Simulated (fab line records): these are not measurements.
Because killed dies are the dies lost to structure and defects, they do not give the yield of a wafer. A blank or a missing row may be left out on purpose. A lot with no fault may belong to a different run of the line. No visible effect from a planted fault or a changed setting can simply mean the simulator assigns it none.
Which tool did it?	flow n5-finfet	24 lots with 72 wafers sampled at 4 steps, on a route of 1938 steps

WHAT THE GAUGES SHOWED, per wafer
N5_MOL_CONTACT_COAG_CD_MEAS_08: target cd 28 nm.
lot	measured	on	cd-nm (nm)
L074	day 4 15:01	cd-sem-01	27.98 27.85 28.45
L075	day 4 21:03	cd-sem-01	27.77 27.77 28.20
L076	day 5 00:56	cd-sem-02	28.03 28.21 27.84
L077	day 5 10:22	cd-sem-03	27.93 28.00 27.74
L078	day 5 13:25	cd-sem-02	27.78 27.47 28.05
L079	day 5 22:46	cd-sem-03	28.49 27.92 28.03
L080	day 6 06:43	cd-sem-02	28.01 28.04 28.46
L081	day 6 09:56	cd-sem-01	27.85 27.72 27.65
L082	day 6 23:47	cd-sem-03	27.54 27.72 27.69
L083	day 7 07:05	cd-sem-01	28.32 28.09 28.02
L085	day 7 10:17	cd-sem-02	27.64 28.42 28.13
L084	day 7 11:43	cd-sem-02	27.94 27.98 27.97
L086	day 7 18:46	cd-sem-03	28.30 28.27 27.84
L088	day 8 07:28	cd-sem-03	27.97 27.86 27.86
L087	day 8 07:55	cd-sem-03	27.78 27.97 28.01
L089	day 8 15:31	cd-sem-02	28.33 28.55 28.15
L090	day 9 03:32	cd-sem-01	28.38 28.73 28.36
L091	day 9 05:22	cd-sem-01	28.37 27.82 28.11
L092	day 9 17:31	cd-sem-01	27.60 27.56 28.33
L094	day 9 17:56	cd-sem-02	28.19 27.93 28.08
L093	day 9 18:47	cd-sem-01	28.03 28.00 28.33
L095	day 10 00:49	cd-sem-01	27.81 27.83 27.91
L096	day 10 05:17	cd-sem-02	28.10 27.88 28.30
L097	day 10 14:27	cd-sem-01	28.07 28.03 28.16

N5_MOL_CONTACT_COAG_CD_MEAS_99: target cd 17.2 nm.
lot	measured	on	cd-nm (nm)
L074	day 4 15:32	cd-sem-01	17.0 17.1 17.1
L075	day 4 21:34	cd-sem-02	17.1 17.5 17.3
L076	day 5 01:28	cd-sem-03	16.4 16.9 17.5
L077	day 5 11:29	cd-sem-02	17.2 17.4 17.1
L078	day 5 13:56	cd-sem-02	16.5 17.5 16.8
L079	day 5 23:17	cd-sem-02	17.6 17.8 17.9
L080	day 6 07:14	cd-sem-03	16.9 17.4 17.0
L081	day 6 10:27	cd-sem-01	16.9 17.0 17.4
L082	day 7 00:18	cd-sem-03	16.8 17.1 16.6
L083	day 7 07:36	cd-sem-03	17.4 17.5 17.2
L085	day 7 10:55	cd-sem-01	16.8 16.8 17.5
L084	day 7 12:14	cd-sem-01	17.4 17.3 17.4
L086	day 7 19:17	cd-sem-03	17.1 17.7 17.6
L088	day 8 07:59	cd-sem-02	17.4 17.0 17.1
L087	day 8 08:26	cd-sem-02	16.8 16.4 17.5
L089	day 8 16:23	cd-sem-01	16.8 18.0 17.9
L090	day 9 04:04	cd-sem-03	17.3 16.8 17.0
L091	day 9 05:53	cd-sem-01	16.9 17.6 16.4
L092	day 9 18:02	cd-sem-02	16.6 16.9 16.7
L094	day 9 18:28	cd-sem-02	16.9 16.9 16.6
L093	day 9 19:18	cd-sem-03	17.2 17.4 17.2
L095	day 10 01:21	cd-sem-03	17.2 16.8 17.5
L096	day 10 05:55	cd-sem-02	17.3 16.7 16.7
L097	day 10 15:11	cd-sem-03	17.5 17.3 17.0

N5_MOL_CONTACT_COAG_OVL_MEAS_85.
lot	measured	on	VG_OVL (nm)
L074	day 5 02:38	overlay-02	0.6 0.1 -0.3
L075	day 5 06:09	overlay-01	0.7 -0.3 0.9
L076	day 5 09:38	overlay-01	0.0 -1.0 -0.5
L077	day 5 20:05	overlay-01	-0.8 0.1 0.1
L078	day 5 21:01	overlay-02	-0.1 -1.1 0.4
L079	day 6 08:29	overlay-02	-0.5 -0.3 1.0
L080	day 6 17:14	overlay-02	-1.4 0.4 0.4
L081	day 7 01:01	overlay-02	0.0 -0.4 0.4
L082	day 7 10:57	overlay-02	1.5 2.2 0.5
L083	day 7 17:26	overlay-02	1.6 -0.1 1.0
L085	day 7 18:01	overlay-01	-0.2 -0.9 0.0
L084	day 7 20:58	overlay-02	-1.0 -0.3 -0.3
L086	day 8 05:14	overlay-01	0.9 0.2 0.4
L088	day 8 17:02	overlay-01	0.2 -1.2 0.2
L087	day 8 18:42	overlay-01	0.1 0.7 -0.2
L089	day 9 03:43	overlay-02	0.1 -0.7 -0.7
L090	day 9 12:38	overlay-02	1.6 0.4 1.0
L091	day 9 17:43	overlay-01	1.3 1.0 0.3
L092	day 10 04:09	overlay-02	-0.2 0.3 0.3
L094	day 10 04:41	overlay-01	-0.2 -0.5 0.4
L093	day 10 07:01	overlay-01	0.4 0.7 0.2
L095	day 10 12:33	overlay-02	-0.4 -0.3 0.1
L096	day 10 16:20	overlay-02	0.3 -0.5 -1.6
L097	day 11 02:50	overlay-01	0.3 0.1 -0.6

EACH LOT AND THE TOOL THAT RAN IT (in order: tool; ch and the chambers of the sampled wafers; start)
lot	N5_MOL_CONTACT_COAG_ALD_20
L074	ald-metal-01 ch 0,3, day 4 16:41
L075	ald-metal-04 ch 1,3, day 4 22:41
L076	ald-metal-02 ch 1,2, day 5 02:07
L077	ald-metal-01 ch 1,2,3, day 5 12:03
L078	ald-metal-02 ch 0,1,2, day 5 14:33
L079	ald-metal-01 ch 0,1,2, day 6 00:20
L080	ald-metal-02 ch 1,2,3, day 6 07:53
L081	ald-metal-01 ch 1,2, day 6 12:08
L082	ald-metal-02 ch 2,3, day 7 01:22
L083	ald-metal-01 ch 1,2,3, day 7 10:10
L085	ald-metal-04 ch 0,1,2, day 7 11:31
L084	ald-metal-01 ch 0,1,3, day 7 12:52
L086	ald-metal-01 ch 0,2,3, day 7 19:56
L088	ald-metal-04 ch 0,3, day 8 08:34
L087	ald-metal-04 ch 0,3, day 8 09:01
L089	ald-metal-01 ch 1,3, day 8 17:31
L090	ald-metal-01 ch 0,2,3, day 9 05:08
L091	ald-metal-04 ch 2,3, day 9 06:32
L092	ald-metal-04 ch 1,2, day 9 18:51
L094	ald-metal-02 ch 1,2, day 9 19:13
L093	ald-metal-01 ch 0,2,3, day 9 20:07
L095	ald-metal-01 ch 0,2,3, day 10 03:44
L096	ald-metal-01 ch 1,2,3, day 10 07:35
L097	ald-metal-02 ch 1,2,3, day 10 16:55
- N5_MOL_CONTACT_COAG_ALD_20: deposits TiN, target thk 1.5 nm, pulse time 1 s, purge time 3 s.

WHAT THE TOOLS THEMSELVES READ (means of the sampled wafers that have a number; where no wafer has one, the mark that the record gives instead)
N5_MOL_CONTACT_COAG_ALD_20.
lot	tool	chamber-pressure-Torr (Torr)	heater-power-w (W)	precursor-pulse-height-rel
L074	ald-metal-01	3.002	917	0.997
L075	ald-metal-04	3.009	945	0.980
L076	ald-metal-02	2.998	910	1.007
L077	ald-metal-01	3.004	873	0.998
L078	ald-metal-02	3.000	922	1.014
L079	ald-metal-01	3.002	966	0.998
L080	ald-metal-02	2.997	852	0.989
L081	ald-metal-01	2.997	880	0.986
L082	ald-metal-02	3.005	823	0.998
L083	ald-metal-01	3.000	886	0.994
L085	ald-metal-04	2.998	881	1.003
L084	ald-metal-01	3.002	954	0.998
L086	ald-metal-01	2.998	906	0.996
L088	ald-metal-04	2.996	909	1.008
L087	ald-metal-04	2.999	909	0.993
L089	ald-metal-01	3.000	865	1.019
L090	ald-metal-01	2.998	916	1.006
L091	ald-metal-04	3.005	940	0.983
L092	ald-metal-04	3.002	922	1.023
L094	ald-metal-02	2.999	899	1.001
L093	ald-metal-01	3.001	908	1.002
L095	ald-metal-01	2.994	906	1.023
L096	ald-metal-01	3.005	892	0.987
L097	ald-metal-02	2.993	844	0.987

THE ANSWER, worked out from the rows above alone
Rule: what is usual is taken from the lots themselves. The widest of any qualifying gaps counts: lots, ordered by their means at a reading, are off when they make up no more than a third of the lots, leave a main group of 4 or more, and stand apart from it by 3 or more times the standard deviation of that group's means. A main group whose means are all the same, to the digits that the tables above print for the reading, isn't used. Also off: a lot with no number at a reading for which 4 or more lots have one. The other lots that the step has rows for count as sound. Order of review: gauges by route order, followed by the tools' own readings, for which a lot's mean as printed above is used. At the first step where some lot is off, the reading lying furthest off is the one used; lots without a number count as furthest.
Across all readings shown, no lot is off: no conclusion can be drawn from this.

WHAT HAD BEEN PUT IN BY THE SIMULATOR
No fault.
